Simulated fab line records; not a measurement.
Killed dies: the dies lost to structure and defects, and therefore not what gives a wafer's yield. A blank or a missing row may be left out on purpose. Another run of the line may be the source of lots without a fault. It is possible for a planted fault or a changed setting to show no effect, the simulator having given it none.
fab line records + flow nandHarc
record:
- lots: 13
- wafers: 39
- lastDay: 24
route steps=1159 shown P_ZERO_WELL@41 P_STI@92 P_GATE@122
lots that met no fault: from a run of the same line without faults
startH: hours from the record's first day to the start of the lot's first wafer shown + waitH: hours since the lot's step before + " same as the row above + L1.1+2: a row that stands for several wafers + - no value, or no start was given + * or withheld: withheld + < > ~ a bound
route shown NAME@n: names a module that has steps shown in the file, with the first one's number in the route + usual: average and standard deviation across the fault-free wafers + same: alike in all rows + chamber/n: place in a boat + sites: readings site by site + _std_site: standard deviation of those values + _edge_site: the outer-site mean with the inner-site mean subtracted + radiusMm: for every site, how far away it sits from the centre of the wafer + mask NAME#n: copy n + behind: the tool/chamber that last shaped the wafer + hold: the reason the lot was held/the length of the hold in hours/how it ended + device: whichever transistor did not switch (one of n, p or np) + end of line: the tests these same wafers got at the end of their route + a step given without rows: its recipe and nothing more + killed: at the first sort, the dies lost to defects and structure; wafer yield is something else + map: shows each die of a wafer: x if killed, . if not, _ if none is there
set.NAME: the run value of the setting; set.NAME@STEP: its run value at that earlier step + model.NAME: the simulator's own value behind a step, which no gauge read
route steps across a sampled set of lots; one table per step, one row per wafer
services: when a tool's chamber went out of use (startH, in hours from the record's first day, below 0 if earlier), for how many hours, and the reason
== steps ==
step: NHARC_P_ZERO_WELL_EXPOSE_34
recipe:
- na: 0.6
- targetCdNm: 720
- doseMj: 22.31
- maskId: P_PWELL
usual:
- reticleTempC: 23.01/0.099
| lot.wafer | tool          | chamber | startH | waitH | mask      | reticleTempC |
|-----------|---------------|---------|--------|-------|-----------|--------------|
| L203.1    | krfScanner-01 | 0       | 16.05  | -     | P_PWELL#0 | 22.92        |
| L203.2    | "             | 0       | "      | "     | P_PWELL#0 | 23.18        |
| L203.5    | "             | 0       | "      | "     | P_PWELL#0 | 22.95        |
| L204.1    | krfScanner-01 | 0       | 21.95  | -     | P_PWELL#0 | 22.96        |
| L204.3    | "             | 0       | "      | "     | P_PWELL#0 | 22.83        |
| L204.4    | "             | 0       | "      | "     | P_PWELL#0 | 22.87        |
| L205.1    | krfScanner-04 | 0       | 27.85  | -     | P_PWELL#0 | 23.08        |
| L205.2    | "             | 0       | "      | "     | P_PWELL#0 | 23.16        |
| L205.6    | "             | 0       | "      | "     | P_PWELL#0 | 23.02        |
| L206.2    | krfScanner-04 | 0       | 33.84  | -     | P_PWELL#0 | 23.01        |
| L206.3    | "             | 0       | "      | "     | P_PWELL#0 | 22.98        |
| L206.4    | "             | 0       | "      | "     | P_PWELL#0 | 23.03        |
| L209.3    | krfScanner-02 | 0       | 52.08  | -     | P_HVPW#0  | 23.07        |
| L209.4    | "             | 0       | "      | "     | P_HVPW#0  | 23.15        |
| L209.6    | "             | 0       | "      | "     | P_HVPW#0  | 23.15        |
| L219.3    | krfScanner-02 | 0       | 111.96 | -     | P_PWELL#0 | 23.16        |
| L219.5    | "             | 0       | "      | "     | P_PWELL#0 | 23.12        |
| L219.6    | "             | 0       | "      | "     | P_PWELL#0 | 23.04        |
| L220.1    | krfScanner-02 | 0       | 118.00 | -     | P_PWELL#0 | 23.09        |
| L220.3    | "             | 0       | "      | "     | P_PWELL#0 | 22.95        |
| L220.4    | "             | 0       | "      | "     | P_PWELL#0 | 23.05        |
| L221.4    | krfScanner-04 | 0       | 124.01 | -     | P_PWELL#0 | 22.95        |
| L221.5    | "             | 0       | "      | "     | P_PWELL#0 | 22.94        |
| L221.6    | "             | 0       | "      | "     | P_PWELL#0 | 23.01        |
| L222.3    | krfScanner-01 | 0       | 129.93 | -     | P_PWELL#0 | 23.13        |
| L222.4    | "             | 0       | "      | "     | P_PWELL#0 | 22.98        |
| L222.6    | "             | 0       | "      | "     | P_PWELL#0 | 22.86        |
| L223.1    | krfScanner-01 | 0       | 135.88 | -     | P_PWELL#0 | 23.10        |
| L223.2    | "             | 0       | "      | "     | P_PWELL#0 | 23.10        |
| L223.6    | "             | 0       | "      | "     | P_PWELL#0 | 22.93        |
| L224.1    | krfScanner-04 | 0       | 141.95 | -     | P_PWELL#0 | 23.04        |
| L224.4    | "             | 0       | "      | "     | P_PWELL#0 | 23.01        |
| L224.6    | "             | 0       | "      | "     | P_PWELL#0 | 23.10        |
| L225.2    | krfScanner-02 | 0       | 147.96 | -     | P_PWELL#0 | 22.94        |
| L225.3    | "             | 0       | "      | "     | P_PWELL#0 | 23.02        |
| L225.6    | "             | 0       | "      | "     | P_PWELL#0 | 22.98        |
| L226.2    | krfScanner-01 | 0       | 153.96 | -     | P_PWELL#0 | 23.15        |
| L226.4    | "             | 0       | "      | "     | P_PWELL#0 | 23.12        |
| L226.6    | "             | 0       | "      | "     | P_PWELL#0 | 23.02        |
step: NHARC_P_ZERO_WELL_CD_MEAS_37
recipe:
- targetCdNm: 720
- landingEnergyEv: 500
usual:
- cdNm: 720.0/1.8
| lot.wafer | tool     | chamber | startH | waitH | cdNm  |
|-----------|----------|---------|--------|-------|-------|
| L203.1    | cdSem-02 | 0       | 16.21  | -     | 720.9 |
| L203.2    | "        | 0       | "      | "     | 718.1 |
| L203.5    | "        | 0       | "      | "     | 720.1 |
| L204.1    | cdSem-03 | 0       | 22.12  | -     | 719.5 |
| L204.3    | "        | 0       | "      | "     | 722.1 |
| L204.4    | "        | 0       | "      | "     | 719.3 |
| L205.1    | cdSem-02 | 0       | 28.01  | -     | 722.0 |
| L205.2    | "        | 0       | "      | "     | 718.3 |
| L205.6    | "        | 0       | "      | "     | 719.4 |
| L206.2    | cdSem-01 | 0       | 33.99  | -     | 720.5 |
| L206.3    | "        | 0       | "      | "     | 720.5 |
| L206.4    | "        | 0       | "      | "     | 720.0 |
| L209.3    | cdSem-03 | 0       | 52.24  | -     | -     |
| L209.4    | "        | 0       | "      | "     | -     |
| L209.6    | "        | 0       | "      | "     | -     |
| L219.3    | cdSem-02 | 0       | 112.11 | -     | 720.6 |
| L219.5    | "        | 0       | "      | "     | 718.6 |
| L219.6    | "        | 0       | "      | "     | 722.9 |
| L220.1    | cdSem-02 | 0       | 118.16 | -     | 716.8 |
| L220.3    | "        | 0       | "      | "     | 722.3 |
| L220.4    | "        | 0       | "      | "     | 719.9 |
| L221.4    | cdSem-02 | 0       | 124.17 | -     | 717.6 |
| L221.5    | "        | 0       | "      | "     | 722.8 |
| L221.6    | "        | 0       | "      | "     | 719.3 |
| L222.3    | cdSem-02 | 0       | 130.08 | -     | 719.0 |
| L222.4    | "        | 0       | "      | "     | 722.1 |
| L222.6    | "        | 0       | "      | "     | 719.1 |
| L223.1    | cdSem-02 | 0       | 136.03 | -     | 724.2 |
| L223.2    | "        | 0       | "      | "     | 721.1 |
| L223.6    | "        | 0       | "      | "     | 722.5 |
| L224.1    | cdSem-03 | 0       | 142.11 | -     | 719.7 |
| L224.4    | "        | 0       | "      | "     | 720.7 |
| L224.6    | "        | 0       | "      | "     | 719.6 |
| L225.2    | cdSem-02 | 0       | 148.11 | -     | 720.1 |
| L225.3    | "        | 0       | "      | "     | 720.3 |
| L225.6    | "        | 0       | "      | "     | 718.6 |
| L226.2    | cdSem-02 | 0       | 154.12 | -     | 722.3 |
| L226.4    | "        | 0       | "      | "     | 722.0 |
| L226.6    | "        | 0       | "      | "     | 721.5 |
step: NHARC_P_ZERO_WELL_DESCUM_54
recipe:
- timeS: 3
- o2FlowSccm: 200
- arFlowSccm: 0
- biasPowerW: 0
- chemistry: O2
usual:
- drypumpMotorCurrentA: 5.6/0.41
- o2FlowSccm: 200.0/0.57
- oesProductAu: 1.000/0.012
- rfVppV: 57.7/0.87
- showerheadPlenumPTorr: 1.87/0.06
- throttleValvePct: 11.311/0.0093
| lot.wafer | tool       | chamber | startH | waitH | drypumpMotorCurrentA | o2FlowSccm | oesProductAu | rfHoursCounterH | rfVppV | showerheadPlenumPTorr | throttleValvePct |
|-----------|------------|---------|--------|-------|----------------------|------------|--------------|-----------------|--------|-----------------------|------------------|
| L203.2    | rieDiel-06 | 2       | 18.01  | -     | 5.9                  | 199.7      | 1.006        | 10              | 57.3   | 1.80                  | 11.304           |
| L203.1    | "          | 1       | "      | "     | 6.2                  | 200.0      | 1.002        | 9               | 58.1   | 1.83                  | 11.305           |
| L203.5    | "          | 2       | "      | "     | 5.9                  | 199.5      | 1.026        | -               | 59.3   | 1.80                  | 11.324           |
| L204.3    | rieDiel-11 | 2       | 23.96  | -     | 5.4                  | 200.9      | 1.025        | 1               | 55.6   | 1.79                  | 11.310           |
| L204.1    | "          | 1       | "      | "     | 5.7                  | 201.0      | 0.997        | 1               | 57.7   | 1.89                  | 11.323           |
| L204.4    | "          | 2       | "      | "     | 5.4                  | 200.7      | 1.013        | -               | 57.7   | 1.79                  | 11.310           |
| L205.1    | rieDiel-10 | 2       | 29.88  | -     | 5.3                  | 201.3      | 1.007        | 2               | 58.7   | 1.89                  | 11.295           |
| L205.2    | "          | 3       | "      | "     | 5.1                  | 200.0      | 0.999        | 0               | 57.5   | 1.81                  | 11.317           |
| L205.6    | "          | 3       | "      | "     | 5.1                  | 198.6      | 1.008        | -               | 56.7   | 1.81                  | 11.325           |
| L206.4    | rieDiel-06 | 3       | 35.68  | -     | 6.1                  | 200.2      | 1.012        | 11              | 56.8   | 1.93                  | 11.304           |
| L206.2    | "          | 1       | "      | "     | 6.1                  | 199.7      | 0.991        | 11              | 57.4   | 1.83                  | 11.315           |
| L206.3    | "          | 2       | "      | "     | 5.9                  | 199.3      | 1.020        | 12              | 56.2   | 1.80                  | 11.303           |
| L209.4    | rieDiel-11 | 2       | 54.05  | -     | 5.4                  | 200.0      | 1.001        | 2               | 56.7   | 1.79                  | 11.303           |
| L209.3    | "          | 0       | "      | "     | 5.1                  | 200.3      | 1.014        | 1               | 56.0   | 1.93                  | 11.306           |
| L209.6    | "          | 1       | "      | "     | 5.7                  | 199.5      | 0.992        | -               | 58.1   | 1.89                  | 11.313           |
| L219.3    | rieDiel-10 | 0       | 113.96 | -     | 5.9                  | 200.0      | 0.984        | 9               | 55.6   | 1.84                  | 11.326           |
| L219.6    | "          | 2       | "      | "     | 5.3                  | 199.6      | 1.006        | -               | 58.1   | 1.89                  | 11.311           |
| L219.5    | "          | 3       | "      | "     | 5.1                  | 200.5      | 0.999        | -               | 56.6   | 1.81                  | 11.300           |
| L220.4    | rieDiel-10 | 0       | 119.99 | -     | 5.9                  | 200.0      | 0.989        | 9               | 56.6   | 1.84                  | 11.301           |
| L220.1    | "          | 1       | "      | "     | 5.7                  | 198.6      | 0.992        | 10              | 59.1   | 2.00                  | 11.310           |
| L220.3    | "          | 2       | "      | "     | 5.4                  | 199.4      | 1.002        | 8               | 58.4   | 1.89                  | 11.312           |
| L221.4    | rieDiel-11 | 1       | 125.87 | -     | 5.7                  | 200.1      | 1.001        | 8               | 57.4   | 1.89                  | 11.319           |
| L221.6    | "          | 1       | "      | "     | 5.7                  | 200.8      | 0.999        | -               | 60.1   | 1.89                  | 11.318           |
| L221.5    | "          | 2       | "      | "     | 5.4                  | 200.6      | 1.017        | -               | 56.3   | 1.79                  | 11.334           |
| L222.3    | rieDiel-11 | 3       | 131.89 | -     | 5.9                  | 199.7      | 0.983        | 9               | 55.7   | 1.86                  | 11.320           |
| L222.4    | "          | 1       | "      | "     | 5.7                  | 201.0      | 0.994        | 10              | 57.6   | 1.89                  | 11.297           |
| L222.6    | "          | 3       | "      | "     | 5.9                  | 200.7      | 0.979        | -               | 57.3   | 1.86                  | 11.309           |
| L223.2    | rieDiel-11 | 0       | 137.73 | -     | 5.1                  | 200.2      | 1.013        | 7               | 57.6   | 1.93                  | 11.311           |
| L223.1    | "          | 2       | "      | "     | 5.4                  | 200.6      | 1.013        | 9               | 58.5   | 1.79                  | 11.303           |
| L223.6    | "          | 1       | "      | "     | 5.7                  | 200.3      | 0.994        | -               | 57.8   | 1.89                  | 11.320           |
| L224.4    | rieDiel-10 | 0       | 143.95 | -     | 5.9                  | 199.8      | 0.993        | 11              | 57.7   | 1.84                  | 11.317           |
| L224.1    | "          | 1       | "      | "     | 5.7                  | 200.3      | 1.005        | 12              | 57.2   | 2.00                  | 11.317           |
| L224.6    | "          | 2       | "      | "     | 5.3                  | 200.4      | 1.015        | -               | 57.9   | 1.89                  | 11.320           |
| L225.3    | rieDiel-06 | 3       | 149.78 | -     | 6.2                  | 199.5      | 0.995        | 5               | 57.3   | 1.93                  | 11.305           |
| L225.2    | "          | 0       | "      | "     | 4.8                  | 200.7      | 0.977        | 6               | 58.8   | 1.90                  | 11.318           |
| L225.6    | "          | 0       | "      | "     | 4.8                  | 200.7      | 0.983        | -               | 57.6   | 1.90                  | 11.296           |
| L226.2    | rieDiel-10 | 3       | 155.92 | -     | 5.1                  | 199.8      | 1.002        | 10              | 58.7   | 1.81                  | 11.291           |
| L226.4    | "          | 1       | "      | "     | 5.7                  | 199.5      | 1.006        | 13              | 57.5   | 2.00                  | 11.314           |
| L226.6    | "          | 3       | "      | "     | 5.1                  | 200.2      | 0.994        | -               | 58.2   | 1.81                  | 11.310           |
step: NHARC_P_STI_OCD_MEAS_17
usual:
- trenchDepthNm: 301/4.5
- trenchFootCdNm: 158.6/2.9
| lot.wafer | tool   | chamber | startH | waitH | trenchDepthNm | trenchFootCdNm |
|-----------|--------|---------|--------|-------|---------------|----------------|
| L203.1    | ocd-01 | -       | 35.80  | 0.1   | 302           | 157.8          |
| L203.2    | "      | -       | "      | "     | 307           | 154.6          |
| L203.5    | "      | -       | "      | "     | 304           | 156.6          |
| L204.1    | ocd-01 | -       | 41.81  | 0.1   | 299           | 158.4          |
| L204.3    | "      | -       | "      | "     | 298           | 157.7          |
| L204.4    | "      | -       | "      | "     | 301           | 155.5          |
| L205.1    | ocd-01 | -       | 47.76  | 0.1   | 301           | 158.3          |
| L205.2    | "      | -       | "      | "     | 303           | 158.1          |
| L205.6    | "      | -       | "      | "     | 300           | 156.7          |
| L206.2    | ocd-01 | -       | 56.07  | 0.1   | 304           | 155.0          |
| L206.3    | "      | -       | "      | "     | 304           | 154.9          |
| L206.4    | "      | -       | "      | "     | 303           | 151.1          |
| L219.3    | ocd-01 | -       | 132.01 | 0.1   | 298           | 160.3          |
| L219.5    | "      | -       | "      | "     | 297           | 158.1          |
| L219.6    | "      | -       | "      | "     | 306           | 163.9          |
| L220.1    | ocd-02 | -       | 137.84 | 0.1   | 307           | 158.4          |
| L220.3    | "      | -       | "      | "     | 301           | 163.1          |
| L220.4    | "      | -       | "      | "     | 303           | 158.4          |
| L221.4    | ocd-01 | -       | 146.19 | 0.1   | 297           | 160.2          |
| L221.5    | "      | -       | "      | "     | 297           | 162.3          |
| L221.6    | "      | -       | "      | "     | 293           | 165.7          |
| L222.3    | ocd-01 | -       | 152.91 | 0.1   | 293           | 165.1          |
| L222.4    | "      | -       | "      | "     | 296           | 160.1          |
| L222.6    | "      | -       | "      | "     | 298           | 156.1          |
| L223.1    | ocd-02 | -       | 153.06 | 0.1   | 305           | 161.9          |
| L223.2    | "      | -       | "      | "     | 300           | 159.9          |
| L223.6    | "      | -       | "      | "     | 308           | 155.4          |
| L224.1    | ocd-01 | -       | 161.53 | 0.1   | 301           | 154.3          |
| L224.4    | "      | -       | "      | "     | 297           | 154.5          |
| L224.6    | "      | -       | "      | "     | 298           | 161.3          |
| L225.2    | ocd-02 | -       | 168.74 | 0.1   | 299           | 163.4          |
| L225.3    | "      | -       | "      | "     | 300           | 165.1          |
| L225.6    | "      | -       | "      | "     | 299           | 160.0          |
| L226.2    | ocd-02 | -       | 174.19 | 0.1   | 304           | 157.6          |
| L226.4    | "      | -       | "      | "     | 308           | 156.4          |
| L226.6    | "      | -       | "      | "     | 305           | 153.3          |
step: NHARC_P_GATE_CD_MEAS_11
recipe:
- targetCdNm: 1640
- landingEnergyEv: 500
usual:
- cdNm: 1639.9/1.8
| lot.wafer | tool     | chamber | startH | waitH | cdNm   |
|-----------|----------|---------|--------|-------|--------|
| L203.1    | cdSem-02 | 0       | 75.67  | -     | 1639.5 |
| L203.2    | "        | 0       | "      | "     | 1640.3 |
| L203.5    | "        | 0       | "      | "     | 1637.7 |
| L205.1    | cdSem-02 | 0       | 80.39  | -     | 1640.2 |
| L205.2    | "        | 0       | "      | "     | 1639.4 |
| L205.6    | "        | 0       | "      | "     | 1640.9 |
| L204.1    | cdSem-03 | 0       | 80.43  | -     | 1641.9 |
| L204.3    | "        | 0       | "      | "     | 1639.1 |
| L204.4    | "        | 0       | "      | "     | 1639.3 |
| L206.2    | cdSem-03 | 0       | 97.16  | -     | 1644.2 |
| L206.3    | "        | 0       | "      | "     | 1641.6 |
| L206.4    | "        | 0       | "      | "     | 1642.6 |
| L219.3    | cdSem-03 | 0       | 169.87 | -     | 1637.8 |
| L219.5    | "        | 0       | "      | "     | 1638.9 |
| L219.6    | "        | 0       | "      | "     | 1637.3 |
| L220.1    | cdSem-02 | 0       | 177.64 | -     | 1640.4 |
| L220.3    | "        | 0       | "      | "     | 1640.3 |
| L220.4    | "        | 0       | "      | "     | 1639.9 |
| L221.4    | cdSem-01 | 0       | 184.72 | -     | 1638.4 |
| L221.5    | "        | 0       | "      | "     | 1636.3 |
| L221.6    | "        | 0       | "      | "     | 1636.0 |
| L223.1    | cdSem-02 | 0       | 192.10 | -     | 1640.9 |
| L223.2    | "        | 0       | "      | "     | 1638.2 |
| L223.6    | "        | 0       | "      | "     | 1639.3 |
| L222.3    | cdSem-02 | 0       | 192.27 | -     | 1637.2 |
| L222.4    | "        | 0       | "      | "     | 1639.6 |
| L222.6    | "        | 0       | "      | "     | 1639.5 |
| L224.1    | cdSem-03 | 0       | 201.51 | -     | 1639.8 |
| L224.4    | "        | 0       | "      | "     | 1637.8 |
| L224.6    | "        | 0       | "      | "     | 1639.0 |
| L226.2    | cdSem-02 | 0       | 206.39 | -     | 1641.8 |
| L226.4    | "        | 0       | "      | "     | 1641.1 |
| L226.6    | "        | 0       | "      | "     | 1640.6 |
| L225.2    | cdSem-01 | 0       | 206.43 | -     | 1638.9 |
| L225.3    | "        | 0       | "      | "     | 1636.8 |
| L225.6    | "        | 0       | "      | "     | 1638.9 |
== services ==
| tool          | chamber | startH | hours | kind      |
|---------------|---------|--------|-------|-----------|
| rieDiel-10    | -       | -0.50  | 9.0   | pm        |
| rieDiel-10    | 0       | -0.50  | 9.0   | ventCycle |
| rieDiel-10    | 1       | -0.50  | 9.0   | ventCycle |
| rieDiel-10    | 2       | -0.50  | 9.0   | ventCycle |
| rieDiel-10    | 3       | -0.50  | 9.0   | ventCycle |
| rieDiel-11    | 0       | 11.67  | 20.5  | repair    |
| rieDiel-11    | -       | 12.50  | 9.0   | pm        |
| krfScanner-02 | -       | 13.62  | 8.5   | repair    |
| rieDiel-10    | 3       | 15.74  | 12.8  | repair    |
| rieDiel-11    | 2       | 28.91  | 5.1   | repair    |
| rieDiel-11    | 0       | 35.90  | 6.3   | repair    |
| krfScanner-04 | -       | 37.68  | 1.4   | repair    |
| krfScanner-02 | -       | 38.00  | 4.0   | pm        |
| rieDiel-10    | 3       | 60.46  | 5.1   | repair    |
| rieDiel-06    | -       | 64.20  | 9.0   | pm        |
| krfScanner-01 | -       | 67.56  | 2.9   | repair    |
| krfScanner-01 | -       | 84.00  | 4.0   | pm        |
| rieDiel-10    | 2       | 87.15  | 17.1  | repair    |
| krfScanner-01 | -       | 102.59 | 23.3  | repair    |
| rieDiel-06    | -       | 109.20 | 0.7   | repair    |
| rieDiel-06    | 3       | 112.05 | 21.2  | repair    |
| krfScanner-04 | -       | 126.00 | 4.0   | pm        |
| rieDiel-10    | 0       | 128.19 | 2.0   | repair    |
| krfScanner-02 | -       | 134.55 | 1.8   | repair    |
== key ==
firstSign:
- step: NHARC_P_ZERO_WELL_EXPOSE_34
- reading: mask
- direction: changed
effect:
- step: NHARC_P_ZERO_WELL_CD_MEAS_37
- reading: cdNm
- direction: missing
metAt NHARC_P_ZERO_WELL_EXPOSE_34
struckLots L209
laterRowsLeftOut L209.3,L209.4,L209.6
sortLeftOut L209.3,L209.4,L209.6
testerLeftOut L209
notActingAt NHARC_P_ZERO_WELL_DESCUM_54,NHARC_P_STI_OCD_MEAS_17,NHARC_P_GATE_CD_MEAS_11
fault:
- kind: wrongMask
- tool: any
- chamber: -
- onsetH: 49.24
- steps: NHARC_P_ZERO_WELL_EXPOSE_34
- auxCopy: P_HVPW#0
- scope: struckLotsOnly
testerLeftOut: of these lots the tester's yield and bins aren't shown, on N5 and GAA mostly nor the transistor test; their killed dies are dies lost to structure and defects alone, not to doping, threshold or leakage, so they don't give the yield
sortLeftOut: the simulated sort isn't trusted on such a fault, so these wafers' sort isn't shown, and their yield isn't known
laterRowsLeftOut: the simulator's readings of these wafers behind a module that went badly wrong aren't trusted and aren't shown, but for the sort
